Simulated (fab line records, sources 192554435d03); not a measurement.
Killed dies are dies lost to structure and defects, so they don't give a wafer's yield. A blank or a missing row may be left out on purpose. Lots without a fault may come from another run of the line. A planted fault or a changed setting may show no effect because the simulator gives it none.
Which tool did it? | flow n5_finfet | 24 lots, 72 wafers sampled, at 6 steps of a route of 1938

WHAT THE GAUGES READ, wafer by wafer
N5_BEOL_M6_OVL_MEAS_12. Usual: M6_OVL 0.1 nm, standard deviation 0.7.
lot  | measured     | on         | M6_OVL (nm)    | flag
L075 | day 8 11:54  | overlay-01 | 0.7 -0.6 0.5   |
L074 | day 8 14:10  | overlay-01 | 1.2 -0.4 0.3   |
L076 | day 8 17:14  | overlay-02 | -0.4 0.3 0.1   |
L077 | day 9 08:49  | overlay-01 | 0.4 0.5 0.3    |
L078 | day 9 09:01  | overlay-01 | 0.2 -0.1 -0.3  |
L079 | day 9 20:28  | overlay-02 | 1.1 -0.2 0.3   |
L080 | day 10 01:56 | overlay-02 | 0.7 0.3 0.0    |
L081 | day 10 10:50 | overlay-02 | -0.1 0.2 -0.2  |
L082 | day 10 11:10 | overlay-02 | 1.7 0.3 1.1    |
L083 | day 10 20:08 | overlay-02 | -0.6 -0.1 0.0  |
L084 | day 10 21:05 | overlay-01 | -2.1 -0.5 -0.6 |
L085 | day 11 03:21 | overlay-01 | -0.7 0.0 0.2   |
L087 | day 11 22:32 | overlay-01 | 0.8 0.0 -0.1   |
L086 | day 12 07:16 | overlay-01 | -0.2 -0.9 -0.6 |
L088 | day 12 07:25 | overlay-02 | 1.1 1.2 1.5    |
L089 | day 13 03:26 | overlay-02 | -0.6 -0.7 -0.7 |
L090 | day 13 04:31 | overlay-01 | 0.7 0.4 0.7    |
L093 | day 13 08:00 | overlay-02 | -0.5 0.1 -0.6  |
L091 | day 13 11:55 | overlay-02 | -1.3 -0.4 0.2  |
L092 | day 13 15:49 | overlay-02 | -0.6 0.2 1.4   |
L095 | day 14 05:05 | overlay-01 | 0.7 -0.8 0.8   |
L094 | day 14 12:21 | overlay-02 | -0.2 1.0 0.1   |
L097 | day 14 17:55 | overlay-02 | 0.2 0.6 -0.2   |
L096 | day 14 23:49 | overlay-01 | 0.5 0.2 -0.8   |

N5_BEOL_M6_OCD_MEAS_38. Usual: trench_depth_nm 94.9 nm, standard deviation 1.8.
lot  | measured     | on     | trench_depth_nm (nm) | flag
L075 | day 8 13:28  | ocd-01 | 95.3 95.0 94.8       |
L074 | day 8 16:42  | ocd-01 | 92.2 93.8 93.2       |
L076 | day 8 20:51  | ocd-01 | 96.4 95.8 95.2       |
L077 | day 9 11:52  | ocd-02 | 98.2 95.9 94.2       |
L078 | day 9 12:02  | ocd-01 | 96.6 94.3 92.3       |
L079 | day 10 00:50 | ocd-02 | 93.2 95.6 95.2       |
L080 | day 10 06:23 | ocd-02 | 97.4 95.9 96.7       |
L081 | day 10 15:51 | ocd-02 | 94.7 96.2 95.7       |
L082 | day 10 15:26 | ocd-01 | 92.7 92.3 93.4       |
L083 | day 11 01:33 | ocd-01 | 93.6 93.1 94.0       |
L084 | day 11 01:09 | ocd-02 | 91.6 94.7 91.8       |
L085 | day 11 05:04 | ocd-02 | 97.3 96.9 97.2       |
L087 | day 12 03:07 | ocd-01 | 96.8 96.7 98.2       |
L086 | day 12 10:24 | ocd-02 | 93.2 94.0 95.4       |
L088 | day 12 10:21 | ocd-01 | 96.2 97.0 96.5       |
L089 | day 13 06:48 | ocd-01 | 97.3 93.9 97.0       |
L090 | day 13 08:55 | ocd-01 | 94.4 95.6 94.5       |
L093 | day 13 09:28 | ocd-01 | 97.6 97.8 96.7       |
L091 | day 13 13:18 | ocd-01 | 93.5 96.6 96.6       |
L092 | day 13 18:01 | ocd-01 | 94.5 94.6 94.3       |
L095 | day 14 07:49 | ocd-02 | 93.3 95.7 97.2       |
L094 | day 14 14:03 | ocd-02 | 94.4 93.4 94.9       |
L097 | day 14 21:53 | ocd-01 | 93.4 90.9 92.7       |
L096 | day 15 04:08 | ocd-01 | 91.6 93.1 92.0       |

N5_BEOL_M6_THK_MEAS_53: measures by xrf. Usual: M6_THK 81.8 nm, standard deviation 2.1.
lot  | measured     | on            | M6_THK (nm)    | flag
L075 | day 8 18:32  | film_metro-02 | 83.3 80.5 82.3 |
L074 | day 8 20:43  | film_metro-01 | 79.7 80.9 78.8 |
L076 | day 8 23:07  | film_metro-02 | 83.2 83.3 80.5 |
L077 | day 9 14:38  | film_metro-02 | 85.6 83.0 83.3 |
L078 | day 9 14:22  | film_metro-01 | 82.5 83.8 81.5 |
L079 | day 10 04:00 | film_metro-01 | 80.8 83.4 83.1 |
L080 | day 10 09:13 | film_metro-01 | 83.3 82.7 83.6 |
L081 | day 10 19:07 | film_metro-02 | 80.9 84.2 81.8 |
L082 | day 10 18:46 | film_metro-01 | 79.0 78.3 79.6 |
L083 | day 11 04:40 | film_metro-02 | 79.5 78.9 80.6 |
L084 | day 11 04:07 | film_metro-01 | 77.5 79.7 77.6 |
L085 | day 11 07:26 | film_metro-01 | 80.6 80.9 82.8 |
L087 | day 12 06:20 | film_metro-02 | 85.5 83.7 85.2 |
L086 | day 12 13:28 | film_metro-02 | 79.8 81.1 82.0 |
L088 | day 12 13:01 | film_metro-02 | 83.8 82.2 81.1 |
L089 | day 13 10:31 | film_metro-01 | 85.0 82.1 85.0 |
L090 | day 13 11:32 | film_metro-01 | 82.8 83.7 82.3 |
L093 | day 13 11:44 | film_metro-02 | 84.5 83.4 84.1 |
L091 | day 13 15:43 | film_metro-02 | 81.0 83.2 83.6 |
L092 | day 13 21:22 | film_metro-01 | 82.4 84.3 82.5 |
L095 | day 14 10:24 | film_metro-01 | 79.3 83.3 81.8 |
L094 | day 14 18:18 | film_metro-02 | 81.4 79.0 80.5 |
L097 | day 15 01:17 | film_metro-01 | 80.4 77.5 79.6 |
L096 | day 15 06:14 | film_metro-01 | 77.9 78.5 78.2 |

WHICH TOOL RAN EACH LOT (tool, then ch and the chambers of the sampled wafers, then the start)
lot  | N5_BEOL_M5_ANNEAL_82         | N5_BEOL_M6_STRIP_19                | N5_BEOL_M6_ETCH_65
L075 | pvd_sputter-02, day 8 04:02  | rie_diel-05 ch 2,3, day 8 12:21    | rie_diel-04 ch 2,3, day 8 13:05
L074 | pvd_sputter-03, day 8 08:19  | rie_diel-04 ch 1,2, day 8 14:39    | rie_diel-02 ch 0,3, day 8 16:19
L076 | pvd_sputter-01, day 8 10:13  | rie_diel-02 ch 0,3, day 8 17:41    | rie_diel-05 ch 0,1, day 8 20:28
L077 | pvd_sputter-01, day 9 01:10  | rie_diel-04 ch 1,2, day 9 09:29    | rie_diel-04 ch 1,2,3, day 9 11:29
L078 | pvd_sputter-03, day 9 02:52  | rie_diel-05 ch 0,2, day 9 10:11    | rie_diel-05 ch 0,1,2, day 9 11:40
L079 | pvd_sputter-02, day 9 11:55  | rie_diel-04 ch 1,2,3, day 9 21:18  | rie_diel-04 ch 2,3, day 10 00:28
L080 | pvd_sputter-03, day 9 18:37  | rie_diel-02 ch 0,1, day 10 02:35   | rie_diel-04 ch 0,1, day 10 06:00
L081 | pvd_sputter-01, day 10 03:28 | rie_diel-02 ch 0,2,3, day 10 11:32 | rie_diel-05 ch 0,2,3, day 10 15:28
L082 | pvd_sputter-02, day 10 03:48 | rie_diel-04 ch 0,1, day 10 11:51   | rie_diel-02 ch 0,1,2, day 10 15:04
L083 | pvd_sputter-01, day 10 13:47 | rie_diel-02 ch 2,3, day 10 20:35   | rie_diel-02 ch 1,2, day 11 01:10
L084 | pvd_sputter-03, day 10 14:29 | rie_diel-05 ch 0,2, day 10 21:32   | rie_diel-02 ch 0,2,3, day 11 00:46
L085 | pvd_sputter-03, day 10 21:08 | rie_diel-02 ch 1,2,3, day 11 03:56 | rie_diel-04 ch 1,2, day 11 04:41
L087 | pvd_sputter-02, day 11 15:56 | rie_diel-02 ch 0,1, day 11 22:59   | rie_diel-04 ch 1,2, day 12 02:44
L086 | pvd_sputter-03, day 11 23:41 | rie_diel-05 ch 0,1,2, day 12 07:53 | rie_diel-02 ch 0,1,2, day 12 10:01
L088 | pvd_sputter-02, day 11 23:52 | rie_diel-02 ch 0,1,2, day 12 07:59 | rie_diel-05 ch 0,1,2, day 12 09:59
L089 | pvd_sputter-01, day 12 19:11 | rie_diel-05 ch 0,1,2, day 13 03:58 | rie_diel-04 ch 1,2,3, day 13 06:25
L090 | pvd_sputter-03, day 12 19:26 | rie_diel-04 ch 0,3, day 13 04:58   | rie_diel-04 ch 1,3, day 13 08:32
L093 | pvd_sputter-01, day 13 01:35 | rie_diel-04 ch 1,2,3, day 13 08:26 | rie_diel-04 ch 0,2, day 13 09:05
L091 | pvd_sputter-01, day 13 06:01 | rie_diel-04 ch 1,2, day 13 12:22   | rie_diel-04 ch 1,2,3, day 13 12:55
L092 | pvd_sputter-03, day 13 09:28 | rie_diel-05 ch 0,1,2, day 13 16:16 | rie_diel-05 ch 1,2,3, day 13 17:38
L095 | pvd_sputter-03, day 13 22:28 | rie_diel-04 ch 0,3, day 14 05:37   | rie_diel-04 ch 1,3, day 14 07:26
L094 | pvd_sputter-03, day 14 04:26 | rie_diel-05 ch 1,2,3, day 14 12:48 | rie_diel-02 ch 1,2, day 14 13:40
L097 | pvd_sputter-02, day 14 10:43 | rie_diel-02 ch 0,2, day 14 18:36   | rie_diel-02 ch 2,3, day 14 21:31
L096 | pvd_sputter-02, day 14 17:54 | rie_diel-02 ch 1,3, day 15 01:00   | rie_diel-02 ch 1,2, day 15 03:45
- N5_BEOL_M5_ANNEAL_82: time 1800 s.
- N5_BEOL_M6_STRIP_19: strips in O2.
- N5_BEOL_M6_ETCH_65: etches SiARC in CF4, target depth 15.6 nm, time 26 s.

WHAT THE TOOLS THEMSELVES READ (means of the sampled wafers that have a number; where no wafer has one, the mark that the record gives instead)
N5_BEOL_M5_ANNEAL_82. Usual: heater_power_w 812 W, standard deviation 82.
lot  | tool           | heater_power_w (W) | flag
L075 | pvd_sputter-02 | 917                |
L074 | pvd_sputter-03 | 823                |
L076 | pvd_sputter-01 | 692                |
L077 | pvd_sputter-01 | 741                |
L078 | pvd_sputter-03 | 805                |
L079 | pvd_sputter-02 | 857                |
L080 | pvd_sputter-03 | 802                |
L081 | pvd_sputter-01 | 760                |
L082 | pvd_sputter-02 | 796                |
L083 | pvd_sputter-01 | 696                |
L084 | pvd_sputter-03 | 807                |
L085 | pvd_sputter-03 | 758                |
L087 | pvd_sputter-02 | 806                |
L086 | pvd_sputter-03 | 806                |
L088 | pvd_sputter-02 | 866                |
L089 | pvd_sputter-01 | 801                |
L090 | pvd_sputter-03 | 855                |
L093 | pvd_sputter-01 | 745                |
L091 | pvd_sputter-01 | 746                |
L092 | pvd_sputter-03 | 804                |
L095 | pvd_sputter-03 | 867                |
L094 | pvd_sputter-03 | 836                |
L097 | pvd_sputter-02 | 850                |
L096 | pvd_sputter-02 | 861                |

N5_BEOL_M6_STRIP_19. Usual: drypump_motor_current_A 5.8 A, standard deviation 0.45; oes_product_au 0.81 a.u., standard deviation 0.081; rf_vpp_V 3.6 V, standard deviation 0.55; showerhead_plenum_p_Torr 2.11 Torr, standard deviation 0.071; throttle_valve_pct 16.55 %, standard deviation 0.2.
lot  | tool        | drypump_motor_current_A (A) | oes_product_au (a.u.) | rf_vpp_V (V) | showerhead_plenum_p_Torr (Torr) | throttle_valve_pct (%) | flag
L075 | rie_diel-05 | 6.1                         | 0.76                  | 3.7          | 2.17                            | 16.84                  |
L074 | rie_diel-04 | 5.6                         | 0.75                  | 3.6          | 2.07                            | 16.67                  |
L076 | rie_diel-02 | 5.8                         | 0.78                  | 3.4          | 2.04                            | 16.51                  |
L077 | rie_diel-04 | 5.7                         | 0.75                  | 3.8          | 2.07                            | 16.67                  |
L078 | rie_diel-05 | 6.2                         | 0.76                  | 4.1          | 2.11                            | 16.84                  |
L079 | rie_diel-04 | 5.9                         | 0.76                  | 3.5          | 2.11                            | 16.69                  |
L080 | rie_diel-02 | 5.4                         | 0.79                  | 3.1          | 2.08                            | 16.59                  |
L081 | rie_diel-02 | 5.9                         | 0.80                  | 3.6          | 2.11                            | 16.49                  |
L082 | rie_diel-04 | 5.3                         | 0.90                  | 3.3          | 2.07                            | 16.19                  |
L083 | rie_diel-02 | 5.8                         | 0.85                  | 3.9          | 2.16                            | 16.35                  |
L084 | rie_diel-05 | 6.0                         | 0.91                  | 3.8          | 2.07                            | 16.51                  |
L085 | rie_diel-02 | 5.7                         | 0.82                  | 3.9          | 2.15                            | 16.46                  |
L087 | rie_diel-02 | 5.4                         | 0.78                  | 3.4          | 2.08                            | 16.62                  |
L086 | rie_diel-05 | 6.0                         | 0.88                  | 3.8          | 2.07                            | 16.60                  |
L088 | rie_diel-02 | 5.7                         | 0.77                  | 3.4          | 2.10                            | 16.59                  |
L089 | rie_diel-05 | 6.0                         | 0.86                  | 3.2          | 2.07                            | 16.62                  |
L090 | rie_diel-04 | 6.1                         | 0.75                  | 3.2          | 2.12                            | 16.60                  |
L093 | rie_diel-04 | 5.9                         | 0.82                  | 3.4          | 2.10                            | 16.59                  |
L091 | rie_diel-04 | 5.5                         | 0.86                  | 3.3          | 2.09                            | 16.49                  |
L092 | rie_diel-05 | 6.0                         | 0.86                  | 3.5          | 2.07                            | 16.61                  |
L095 | rie_diel-04 | 5.7                         | 0.79                  | 3.7          | 2.07                            | 16.37                  |
L094 | rie_diel-05 | 5.8                         | 0.83                  | 4.0          | 2.12                            | 16.64                  |
L097 | rie_diel-02 | 5.9                         | 0.71                  | 3.8          | 2.05                            | 16.68                  |
L096 | rie_diel-02 | 5.5                         | 0.82                  | 3.9          | 2.12                            | 16.42                  |

N5_BEOL_M6_ETCH_65. Usual: drypump_motor_current_A 5.7 A, standard deviation 0.44; etch_rf_on_time_s 26.0 s, standard deviation 0.44; oes_product_au 0.70 a.u., standard deviation 0.071; rf_vpp_V 184.3 V, standard deviation 1.1; showerhead_plenum_p_Torr 2.15 Torr, standard deviation 0.062; throttle_valve_pct 15.48 %, standard deviation 0.2.
lot  | tool        | drypump_motor_current_A (A) | etch_rf_on_time_s (s) | oes_product_au (a.u.) | rf_vpp_V (V) | showerhead_plenum_p_Torr (Torr) | throttle_valve_pct (%) | flag
L075 | rie_diel-04 | 6.3                         | 26.0                  | 0.60                  | 184.5        | 2.17                            | 15.71                  |
L074 | rie_diel-02 | 5.8                         | 26.3                  | 0.67                  | 183.7        | 2.09                            | 15.47                  |
L076 | rie_diel-05 | 5.7                         | 25.7                  | 0.74                  | 183.1        | 2.09                            | 15.50                  |
L077 | rie_diel-04 | 5.9                         | 25.8                  | 0.65                  | 183.9        | 2.16                            | 15.63                  |
L078 | rie_diel-05 | 5.9                         | 25.6                  | 0.70                  | 184.1        | 2.12                            | 15.65                  |
L079 | rie_diel-04 | 6.0                         | 25.5                  | 0.60                  | 183.9        | 2.14                            | 15.78                  |
L080 | rie_diel-04 | 5.3                         | 25.5                  | 0.75                  | 184.5        | 2.15                            | 15.29                  |
L081 | rie_diel-05 | 5.8                         | 25.8                  | 0.77                  | 184.5        | 2.18                            | 15.49                  |
L082 | rie_diel-02 | 5.7                         | 25.9                  | 0.67                  | 184.8        | 2.14                            | 15.51                  |
L083 | rie_diel-02 | 5.5                         | 26.2                  | 0.70                  | 184.6        | 2.18                            | 15.46                  |
L084 | rie_diel-02 | 5.9                         | 26.4                  | 0.67                  | 185.1        | 2.15                            | 15.41                  |
L085 | rie_diel-04 | 5.7                         | 25.3                  | 0.82                  | 183.9        | 2.12                            | 15.38                  |
L087 | rie_diel-04 | 5.6                         | 25.7                  | 0.79                  | 184.3        | 2.12                            | 15.40                  |
L086 | rie_diel-02 | 5.8                         | 26.5                  | 0.66                  | 183.2        | 2.14                            | 15.52                  |
L088 | rie_diel-05 | 6.0                         | 25.6                  | 0.74                  | 183.9        | 2.12                            | 15.54                  |
L089 | rie_diel-04 | 5.9                         | 25.8                  | 0.70                  | 184.6        | 2.15                            | 15.52                  |
L090 | rie_diel-04 | 6.1                         | 26.1                  | 0.63                  | 184.4        | 2.18                            | 15.64                  |
L093 | rie_diel-04 | 5.4                         | 25.9                  | 0.75                  | 182.8        | 2.10                            | 15.23                  |
L091 | rie_diel-04 | 5.9                         | 25.6                  | 0.70                  | 183.5        | 2.15                            | 15.53                  |
L092 | rie_diel-05 | 5.8                         | 25.7                  | 0.73                  | 185.2        | 2.18                            | 15.62                  |
L095 | rie_diel-04 | 5.8                         | 26.1                  | 0.65                  | 184.6        | 2.16                            | 15.56                  |
L094 | rie_diel-02 | 5.5                         | 26.4                  | 0.67                  | 184.4        | 2.17                            | 15.51                  |
L097 | rie_diel-02 | 5.9                         | 26.3                  | 0.68                  | 184.7        | 2.19                            | 15.34                  |
L096 | rie_diel-02 | 5.9                         | 26.4                  | 0.66                  | 184.4        | 2.20                            | 15.49                  |

THE ANSWER, worked out from the rows above alone
Rule: a lot is off if the mean of its wafers that have a number lies more than 3 standard deviations from the usual mean. A lot without any number at a reading at which 4 lots or more have one is off too. The other lots that the step has rows for count as sound. The gauges are gone through in route order, then the tools' own readings, and for those a lot's mean is taken as printed above. The first step at which some lot is off is used, and at that step the reading that is off furthest; a lot without a number counts as furthest.
No lot is off at any reading shown: from this, nothing can be told.

WHAT THE SIMULATOR HAD PUT IN
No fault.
